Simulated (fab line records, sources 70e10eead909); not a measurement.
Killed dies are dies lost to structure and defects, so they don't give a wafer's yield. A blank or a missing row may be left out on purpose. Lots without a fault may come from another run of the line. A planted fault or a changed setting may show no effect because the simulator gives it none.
Problem report in the 8D (eight disciplines) form, filled by code | flow nand_harc | the parts of the form that need people (team, actions taken, sign-off) are left out

1. THE PROBLEM
thk_nm at NHARC_A_ONON_D1_THK_MEAS_18 reads a mean of 644 nm on 2 wafers of 2 lots; wafers without a fault read 1001 nm with a standard deviation of 8.7. That is -41 standard deviations from the usual mean.
The step: measures by ellipsometry.
First seen on wafer L627.1, day 10 15:56, on film_metro-01. The record holds 42 wafers of 14 lots with a number at this step. Rule for "out", or "out of limits": more than 4 standard deviations from the usual mean. The other wafers with a number count as sound.

2. WHAT IT IS AND WHAT IT IS NOT
question                    | is                           | is not
which readings at this step | thk_nm                       | -
which lots                  | L627, L634                   | L616, L617, L619, L620, L621, L623, L624, L626, L632, L635, L636, L638
which wafers of those lots  | L627.1, L634.2               | L627.3, L627.6, L634.3, L634.4
read on which gauges        | film_metro-01, film_metro-02 | -
when                        | from day 10 15:56            | up to then (26 sound wafers); but 14 sound wafers of L632, L634, L635, L636, L638 came after

3. SUSPECTS, AND WHAT RULES EACH OUT
Counting: a tool at a process step up to the reading stays a suspect if it ran every lot that is out. Sound lots after the first of them don't rule it out here, since some wafers of a struck lot are sound.
- the gauge at NHARC_A_ONON_D1_THK_MEAS_18: ruled out. The wafers that are out were read on 2 gauges (film_metro-01, film_metro-02).
- pecvd_onon-04 at NHARC_A_ONON_D1_DEP_16 (target thk 1000 nm): kept. It ran every lot that is out, first L627 (day 10 15:26); its last sound lot up to then is L624 (day 10 11:55).
Left after counting: pecvd_onon-04 at NHARC_A_ONON_D1_DEP_16.

4. THE CAUSE (what the simulator had put in)
Process parameter drift: pecvd_onon-04, from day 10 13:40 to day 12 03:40, at NHARC_A_ONON_D1_DEP_16. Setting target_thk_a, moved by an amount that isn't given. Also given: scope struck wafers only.
Counting left only this tool.

5. THE CHAIN OF EFFECTS, in route order
Each row: a reading whose mean over the struck wafers that have a number lies more than 3 standard deviations from the usual. Only readings for which the record gives a usual standard deviation are gone through. hours: the time from each lot's start at the first step in this table that gives one to its start at this step, as a median over the lots. sigmas: the change in usual standard deviations.
hours | step                        | reading | usual   | on struck wafers | change | sigmas
0     | NHARC_A_ONON_D1_THK_MEAS_18 | thk_nm  | 1001 nm | 644              | -357   | -41

6. WHAT WOULD HAVE CAUGHT IT SOONER
In this record the first reading out of limits at a measuring or inspecting step was taken at day 10 15:56, 2 hours after the fault began at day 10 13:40.
Of the tool readings at NHARC_A_ONON_D1_DEP_16 for which the record gives a usual standard deviation, none was out on any struck wafer, so an alarm limit of 4 standard deviations on them would not have fired.
Of the lots that are out (2), L634 began NHARC_A_ONON_D1_DEP_16 on pecvd_onon-04 after day 10 15:56. A hold on the tool at that time would have spared it.
